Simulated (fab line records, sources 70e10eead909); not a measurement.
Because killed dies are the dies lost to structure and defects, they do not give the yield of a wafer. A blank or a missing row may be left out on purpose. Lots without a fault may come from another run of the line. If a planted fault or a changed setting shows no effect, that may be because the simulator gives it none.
fab line records	flow nandHarc
record lots=13	wafers=39	lastDay=34
route steps=1302 shown A_CONTACT@1101 A_BLC@1130 END@1302
lots untouched by any fault: they come from a run of this same line in which no faults occurred
startH: hours from the record's opening day to when the first of the lot's shown wafers began	waitH: hours since the lot's step before	" the same as in the row above	L1.1+2: a row that stands for several wafers	- either no value or no given start	* or withheld: withheld	< > ~ a bound
route shown NAME@n: names a module that has steps shown in the file, with the first one's number in the route	usual: mean/standard deviation of fault-free wafers	same: alike in all rows	chamber/n: place in a boat	sites: per-site readings	_std_site: the values' standard deviation	_edge_site: the outer-site mean with the inner-site mean subtracted	radiusMm: for every site, how far away it sits from the centre of the wafer	mask NAME#n: copy n	behind: the last tool/chamber to shape the wafer	hold: cause of the lot's hold/its duration in hours/its outcome	device: the n, p or np transistor that did not switch	end of line: the same wafers' tests at the end of the route	step lacking rows: just its recipe	killed: not the wafer's yield, but the dies lost to structure and defects at the first sort	map: shows each die of a wafer: x if killed, . if not, _ if none is there
set.NAME: setting as actually run; set.NAME@STEP: the setting as run at that earlier step	model.NAME: the simulator's own value behind a step, which no gauge read
a sample of lots followed through the steps of the route, with each step as a table and each wafer as a row
services: the hour from which a tool's chamber was out of use, counted from the record's first day as startH (under 0 if before that day), plus the number of hours and why
## steps
# step NHARC_A_CONTACT_ALD_18
# recipe targetThkA=30	pulseTimeS=1	aldCycles=150	tempC=450	material=TiN
# usual aldCycles=150/0	heaterPowerW=1095/94	precursorPulseHeightRel=0.999/0.02
lot.wafer	tool	chamber	startH	waitH	aldCycles	heaterPowerW	precursorPulseHeightRel
L836.1	aldMetal-02	0	526.16	-	150	1134	0.997
L836.2	"	1	"	"	150	1167	0.998
L836.5	"	1	"	"	150	1161	0.988
L838.3	aldMetal-04	3	541.55	-	150	1089	1.007
L838.2	"	0	"	"	150	1139	0.985
L838.1	"	1	"	"	150	988	1.000
L837.3	aldMetal-03	1	543.56	-	150	1231	1.009
L837.2	"	0	"	"	150	1217	0.988
L837.5	"	1	"	"	150	1241	1.039
L842.2	aldMetal-04	2	602.27	-	150	1109	1.005
L842.4	"	3	"	"	150	1071	0.962
L842.5	"	0	"	"	150	1100	1.026
L850.3	aldMetal-03	3	652.94	-	150	986	0.998
L850.5	"	3	"	"	150	986	1.005
L850.6	"	0	"	"	150	1199	1.015
L849.4	aldMetal-03	2	660.85	-	150	999	0.966
L849.6	"	1	"	"	150	1201	1.044
L849.5	"	2	"	"	150	1023	0.976
L852.3	aldMetal-03	3	679.28	-	150	1000	1.009
L852.6	"	0	"	"	150	1201	1.008
L852.5	"	1	"	"	150	1191	1.008
L851.4	aldMetal-04	1	680.41	-	150	1025	0.988
L851.3	"	3	"	"	150	1041	0.972
L851.2	"	0	"	"	150	1149	0.980
L853.3	aldMetal-04	2	691.78	-	150	1142	1.026
L853.5	"	3	"	"	150	1052	1.000
L853.6	"	0	"	"	150	1112	0.998
L854.1	aldMetal-04	2	705.39	-	150	1112	1.018
L854.3	"	3	"	"	150	1022	1.008
L854.6	"	1	"	"	150	990	0.986
L855.2	aldMetal-02	2	708.09	-	150	930	0.961
L855.4	"	1	"	"	150	1129	0.991
L855.6	"	3	"	"	150	1266	1.024
L857.2	aldMetal-02	2	735.45	-	150	924	0.969
L857.1	"	3	"	"	150	1287	1.015
L857.3	"	0	"	"	150	1072	0.983
L858.2	aldMetal-03	3	757.84	-	150	994	0.995
L858.6	"	3	"	"	150	980	0.975
L858.4	"	2	"	"	150	999	1.008
# step NHARC_A_CONTACT_CMP_20
# recipe tOverpolishS=30	targetThkNm=300
# usual motorCurrentA=11.9/1.2	overpolishRunS=29.999/0.0085	timeToEndpointS=61/4.2
lot.wafer	tool	chamber	startH	waitH	motorCurrentA	overpolishRunS	timeToEndpointS
L836.2	cmp-03	1	528.01	1.2	9.7	29.998	61
L836.1	"	3	"	"	12.9	29.996	61
L836.5	"	0	"	"	11.4	29.999	65
L838.1	cmp-02	3	543.37	1.4	10.5	30.001	57
L838.3	"	0	"	"	13.6	30.000	62
L838.2	"	2	"	"	11.9	29.976	58
L837.2	cmp-01	3	544.65	0.6	11.8	29.981	59
L837.3	"	1	"	"	10.6	29.978	55
L837.5	"	3	"	"	11.6	30.002	58
L842.4	cmp-03	3	603.31	0.4	13.3	29.983	64
L842.2	"	0	"	"	11.9	29.990	66
L842.5	"	3	"	"	13.3	29.999	65
L850.3	cmp-03	1	654.08	0.4	10.5	29.998	59
L850.6	"	3	"	"	13.4	30.003	58
L850.5	"	0	"	"	13.0	30.001	64
L849.4	cmp-01	1	662.00	0.5	10.7	29.989	57
L849.5	"	2	"	"	12.5	29.993	58
L849.6	"	3	"	"	11.9	30.004	58
L852.3	cmp-01	0	680.34	0.5	10.2	30.005	55
L852.5	"	3	"	"	12.1	29.990	58
L852.6	"	0	"	"	10.2	30.011	58
L851.4	cmp-03	0	681.51	0.5	11.9	30.007	65
L851.2	"	1	"	"	10.5	30.004	62
L851.3	"	2	"	"	12.6	30.009	66
L853.3	cmp-01	3	692.87	0.6	11.4	30.000	58
L853.5	"	1	"	"	10.6	30.005	58
L853.6	"	2	"	"	12.4	29.990	58
L854.1	cmp-02	3	706.44	0.8	11.0	29.995	59
L854.3	"	1	"	"	12.4	29.999	60
L854.6	"	0	"	"	12.7	29.994	62
L855.4	cmp-03	0	709.20	0.4	12.0	29.992	64
L855.2	"	1	"	"	10.0	29.993	61
L855.6	"	0	"	"	12.5	29.989	65
L857.2	cmp-03	2	736.54	0.8	13.4	30.010	64
L857.1	"	3	"	"	12.9	30.000	63
L857.3	"	0	"	"	11.7	29.986	68
L858.4	cmp-02	0	758.97	0.5	14.2	30.024	60
L858.2	"	3	"	"	10.5	29.996	58
L858.6	"	0	"	"	13.5	29.991	61
# step NHARC_A_BLC_PVD_32
# recipe targetThkA=50	chamberPressurePa=5	powerW=5000	substrateTempC=200	timeS=17.7	material=Ti
# usual cathodeDcPowerW=5000.2/0.83	throttleValvePct=30.3/0.66
# same timeS=17.7
lot.wafer	tool	chamber	startH	waitH	cathodeDcPowerW	throttleValvePct
L836.2	pvdSputter-02	-	-	-	4999.4	29.8
L836.1	"	-	"	"	5000.7	29.2
L836.5	"	-	"	"	5000.5	29.6
L838.2	pvdSputter-01	-	-	-	4999.5	30.6
L838.3	"	-	"	"	4999.4	30.2
L838.1	"	-	"	"	5001.5	30.3
L837.3	pvdSputter-03	-	-	-	5000.8	30.9
L837.2	"	-	"	"	4999.2	30.9
L837.5	"	-	"	"	4999.8	30.3
L842.4	pvdSputter-01	-	-	-	5000.9	30.4
L842.2	"	-	"	"	5001.3	29.6
L842.5	"	-	"	"	5000.9	30.1
L850.3	pvdSputter-01	-	-	-	5000.3	30.0
L850.5	"	-	"	"	5000.3	30.2
L850.6	"	-	"	"	4999.7	29.8
L849.4	pvdSputter-01	-	-	-	4999.8	29.7
L849.6	"	-	"	"	4999.8	30.2
L849.5	"	-	"	"	5000.5	30.4
L852.3	pvdSputter-03	-	-	-	4999.4	31.0
L852.6	"	-	"	"	4999.7	32.1
L852.5	"	-	"	"	5000.3	30.9
L851.2	pvdSputter-01	-	-	-	5000.5	30.1
L851.3	"	-	"	"	4999.0	30.5
L851.4	"	-	"	"	4998.5	29.8
L853.3	pvdSputter-01	-	-	-	5000.6	29.8
L853.6	"	-	"	"	4999.9	30.8
L853.5	"	-	"	"	4999.3	30.1
L854.3	pvdSputter-01	-	-	-	5001.2	30.1
L854.1	"	-	"	"	4999.9	30.6
L854.6	"	-	"	"	4999.5	31.0
L855.2	pvdSputter-01	-	-	-	4999.4	30.1
L855.4	"	-	"	"	4999.9	29.7
L855.6	"	-	"	"	5000.7	31.1
L857.1	pvdSputter-01	-	-	-	4998.4	30.5
L857.3	"	-	"	"	5001.2	30.0
L857.2	"	-	"	"	4998.8	31.0
L858.2	pvdSputter-02	-	-	-	5000.2	30.1
L858.4	"	-	"	"	5000.9	30.0
L858.6	"	-	"	"	4999.9	30.3
# step NHARC_A_BLC_ALD_23
# recipe targetThkA=30	pulseTimeS=1	aldCycles=150	tempC=450	material=TiN
# usual aldCycles=150/0	heaterPowerW=1090/89	precursorPulseHeightRel=1.002/0.02
lot.wafer	tool	chamber	startH	waitH	aldCycles	heaterPowerW	precursorPulseHeightRel
L836.1	aldMetal-04	2	530.91	-	150	1090	1.045
L836.2	"	3	"	"	150	1099	0.995
L836.5	"	3	"	"	150	1087	1.026
L838.1	aldMetal-01	1	546.54	-	150	896	0.983
L838.2	"	3	"	"	150	1175	1.000
L838.3	"	0	"	"	150	1041	0.962
L837.3	aldMetal-04	2	548.33	-	150	1108	0.997
L837.2	"	1	"	"	150	962	1.006
L837.5	"	2	"	"	150	1084	1.010
L842.4	aldMetal-04	0	606.10	-	150	1123	0.985
L842.2	"	1	"	"	64	1017	1.008
L842.5	"	1	"	"	64	993	0.990
L850.3	aldMetal-01	1	657.16	-	150	906	1.003
L850.5	"	0	"	"	150	1065	1.021
L850.6	"	1	"	"	150	909	1.012
L849.4	aldMetal-04	1	665.75	-	150	1016	0.992
L849.5	"	1	"	"	150	979	0.983
L849.6	"	2	"	"	150	1107	0.981
L852.3	aldMetal-01	1	683.29	-	150	909	0.995
L852.5	"	2	"	"	150	1182	1.025
L852.6	"	3	"	"	150	1242	1.013
L851.2	aldMetal-03	0	684.41	-	150	1224	0.971
L851.4	"	1	"	"	150	1199	0.994
L851.3	"	3	"	"	150	995	1.008
L853.3	aldMetal-03	2	695.67	-	150	1017	1.001
L853.6	"	3	"	"	150	1025	1.010
L853.5	"	0	"	"	150	1197	1.005
L854.3	aldMetal-03	0	709.44	-	150	1198	0.999
L854.1	"	1	"	"	150	1183	0.988
L854.6	"	0	"	"	150	1188	0.993
L855.4	aldMetal-04	1	712.08	-	150	992	1.034
L855.2	"	2	"	"	150	1147	0.993
L855.6	"	2	"	"	150	1129	1.023
L857.1	aldMetal-04	0	739.36	-	150	1134	0.973
L857.3	"	2	"	"	150	1122	1.005
L857.2	"	3	"	"	150	1087	1.009
L858.2	aldMetal-04	3	761.75	-	150	1051	0.993
L858.4	"	0	"	"	150	1133	1.010
L858.6	"	3	"	"	150	1054	0.995
# step NHARC_END_SORT_01
# recipe tempC=25
# usual killedAtArray=54/17	killedAtOther=0.7/1	killedAtPeriphery=3.7/2.9	killedDies=58/16	killedOpen=3.2/1.9	killedShort=2.2/1.5
# same grossDies=677
lot.wafer	tool	chamber	startH	waitH	killedAtArray	killedAtOther	killedAtPeriphery	killedDies	killedOpen	killedShort
L842.2	prober-01	0	654.08	2.8	676	0	1	677	3	3
L842.4	prober-01	0	655.68	3.4	49	0	1	50	2	3
L842.5	prober-01	0	656.48	3.7	675	1	1	677	5	3
# killed by level:class
L842.2 A_BLC:areaAld=624 A_CHANNEL_HOLE_D2:chamberFilmFlake=38 A_CHANNEL_HOLE_D1:chamberFilmFlake=4 A_CHANNEL_FILL_D2:chamberFilmFlake=2 A_CONTACT:chamberFilmFlake=2 P_CONTACT:geometricParticle:open=1 A_CHANNEL_HOLE_D1:geometricParticle:short=1 A_CHANNEL_FILL_D1:geometricParticle:open=1
L842.4 A_CHANNEL_HOLE_D2:chamberFilmFlake=32 A_CHANNEL_HOLE_D1:chamberFilmFlake=3 A_SLIT:chamberFilmFlake=3 A_BLC:geometricParticle:open=2 A_CHANNEL_FILL_D1:chamberFilmFlake=2 A_CONTACT:chamberFilmFlake=2 A_ONON_D1:geometricParticle:short=1 A_CHANNEL_FILL_D1:geometricParticle:short=1
L842.5 A_BLC:areaAld=625 A_CHANNEL_HOLE_D2:chamberFilmFlake=34 A_CHANNEL_HOLE_D1:chamberFilmFlake=5 A_ONON_D1:geometricParticle:short=2 A_CONTACT:chamberFilmFlake=2 P_STI:geometricParticle:open=1 A_ONON_D1:geometricParticle:open=1 A_CHANNEL_FILL_D1:geometricParticle:open=1
## services
tool	chamber	startH	hours	kind
aldMetal-03	2	529.52	1.7	repair
cmp-03	-	557.64	4.0	pm
aldMetal-03	-	568.00	10.0	pm
cmp-01	-	573.51	1.7	repair
cmp-01	-	577.61	4.0	pm
pvdSputter-01	-	582.03	10.0	pm
cmp-01	-	588.18	3.1	repair
aldMetal-04	-	626.94	0.9	repair
cmp-01	-	637.22	5.8	repair
aldMetal-04	-	652.07	10.0	pm
cmp-03	-	655.64	4.0	pm
cmp-03	-	663.73	3.9	repair
aldMetal-04	3	669.46	6.5	repair
cmp-01	-	675.61	4.0	pm
cmp-03	-	697.09	2.0	repair
cmp-03	-	707.78	0.9	repair
aldMetal-03	-	711.97	0.6	repair
aldMetal-03	2	713.03	1.5	repair
aldMetal-04	1	714.51	24.2	repair
aldMetal-03	2	728.67	2.7	repair
aldMetal-03	-	746.00	10.0	pm
cmp-03	-	750.21	2.1	repair
cmp-03	-	753.64	4.0	pm
pvdSputter-01	-	760.03	10.0	pm
## key
firstSign step=NHARC_A_BLC_ALD_23	reading=aldCycles	direction=down	sigmas=99+	usual=150	struck=64
effect step=NHARC_END_SORT_01	reading=killedDies	direction=up	sigmas=38	usual=58	struck=677
moreKillsBornAt NHARC_A_BLC_ALD_23@aldMetal-04=1249
metAt NHARC_A_BLC_ALD_23
struckLots L842
struckWafers L842.2,L842.5
laterRowsLeftOut L842.2,L842.5
testerLeftOut L842
notActingAt NHARC_A_CONTACT_ALD_18,NHARC_A_CONTACT_CMP_20,NHARC_A_BLC_PVD_32
onsetBetween 548.33 606.10
fault kind=processParameterDrift	tool=aldMetal-04	chamber=1	onsetH=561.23	steps=NHARC_A_BLC_ALD_23	channel=aldCycles	offset=-86	shape=step	endH=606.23	actsIn=theseRecipesOnly	stated=150
# testerLeftOut: of these lots the tester's yield and bins aren't shown, on N5 and GAA mostly nor the transistor test; their killed dies are dies lost to structure and defects alone, not to doping, threshold or leakage, so they don't give the yield
# laterRowsLeftOut: the simulator's readings of these wafers behind a module that went badly wrong aren't trusted and aren't shown, but for the sort
